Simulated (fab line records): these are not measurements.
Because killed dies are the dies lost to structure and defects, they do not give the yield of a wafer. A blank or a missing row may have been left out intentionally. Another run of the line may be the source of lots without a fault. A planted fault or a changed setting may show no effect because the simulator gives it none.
Matching of chambers	flow n5-finfet	N5_BEOL_M2_CO_CAP_55 on cvd-co-02 has 3 sister chambers
The step material Co, precursor CCTBA/H2, target thk 2 nm, time 102.1 s. 3 wafers are shown with their chamber, then 7 later ones without.

== EACH WAFER AND ITS CHAMBER ==
wafer	chamber	heater-power-w (W)
L088.4	1	208
L092.4	2	205
L092.5	0	208

== WAFERS WHOSE CHAMBER IS MISSING ==
wafer	heater-power-w (W)
L092.6	219
L094.1	204
L094.4	208
L094.5	212
L097.1	210
L097.3	205
L097.5	214

== WHICH CHAMBER EACH WENT THROUGH ==
wafer	from the rows above	in truth
L092.6	can't be placed: 0 or 1 or 2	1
L094.1	can't be placed: 2 or 0 or 1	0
L094.4	can't be placed: 0 or 1 or 2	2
L094.5	can't be placed: 0 or 1 or 2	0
L097.1	can't be placed: 0 or 1 or 2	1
L097.3	can't be placed: 2 or 0 or 1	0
L097.5	can't be placed: 0 or 1 or 2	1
Correctly placed: 0 of 7. Can't be placed from these rows: 7 (the true chamber is among the candidates in 7). Wrongly placed: 0.
How it was worked out, from the rows above alone: a wafer's distance from a chamber is the root of the sum, over the readings, of the square of ((its reading less the chamber's mean) divided by the reading's scatter). The wafer belongs to the nearest chamber; if the next one is less than 2 further off, it can't be placed. Each chamber's mean is taken over the wafers shown for it. The scatter: with one shown wafer a chamber, the root of the mean of the squares of how far each hidden wafer lies from its nearest shown one.
